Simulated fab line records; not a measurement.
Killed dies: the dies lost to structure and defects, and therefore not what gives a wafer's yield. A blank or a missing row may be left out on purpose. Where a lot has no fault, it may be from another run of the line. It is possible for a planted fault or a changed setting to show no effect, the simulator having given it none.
Matching of chambers | flow n5Finfet | uvCure-01 running N5_BEOL_M5_CURE_80: 3 sister chambers
The step cures SiCOH lowk, time 120 s. 14 wafers are shown with their chamber, then 7 later ones without.

== WAFERS, EACH WITH ITS CHAMBER ==
wafer  | chamber | lampPowerPct (%) | wafer_temp_C_max
L080.2 | 0       | 52.29            | 372.1
L080.3 | 0       | 52.27            | 371.7
L080.6 | 0       | 52.28            | 371.5
L083.1 | 0       | 52.23            | 371.6
L083.2 | 0       | 52.28            | 371.8
L083.4 | 0       | 52.32            | 371.5
L087.3 | 0       | 52.29            | 372.0
L087.5 | 0       | 52.31            | 372.4
L087.6 | 0       | 52.33            | 372.5
L085.1 | 1       | 52.37            | 371.7
L085.3 | 1       | 52.31            | 371.8
L085.4 | 1       | 52.30            | 371.2
L093.1 | 2       | 52.28            | 371.6
L093.3 | 2       | 52.24            | 371.2

SIGNATURES (averages over the wafers above)
reading          | chamber 0 | chamber 1 | chamber 2 | scatter within a chamber
lampPowerPct     | 52.2889   | 52.3267   | 52.2600   | 0.0313
wafer_temp_C_max | 371.900   | 371.567   | 371.400   | 0.358
Rule: for each reading, subtract the chamber's mean from the wafer's reading, divide by that reading's scatter and square the result; add these up over the readings and take the root, which gives the wafer's distance from the chamber. If the next closest chamber is less than 2 further off than the closest, the wafer can't be placed; otherwise it belongs to the closest. How the scatter is found: for the shown wafers, subtract from each reading the mean of its chamber, square and add these, divide the total by (wafers less chambers), then take the root.

== WAFERS WITH NO CHAMBER GIVEN ==
wafer  | lampPowerPct (%) | wafer_temp_C_max
L093.4 | 52.27            | 371.0
L094.2 | 52.38            | 371.6
L094.3 | 52.35            | 371.5
L094.5 | 52.44            | 371.2
L095.4 | 52.25            | 371.6
L095.5 | 52.36            | 371.4
L095.6 | 52.38            | 371.4

== WHICH CHAMBER EACH WENT THROUGH ==
wafer  | from the rows above          | in truth
L093.4 | can't be placed: 2 or 1 or 0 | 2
L094.2 | can't be placed: 1 or 0      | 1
L094.3 | can't be placed: 1 or 0      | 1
L094.5 | can't be placed: 1 or 0      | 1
L095.4 | can't be placed: 2 or 0 or 1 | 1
L095.5 | can't be placed: 1 or 0      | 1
L095.6 | can't be placed: 1 or 0      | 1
Correct placement for 0 of the 7. Can't be placed from these rows: 7 (the true chamber is among the candidates in 7). Placed wrongly: 0.
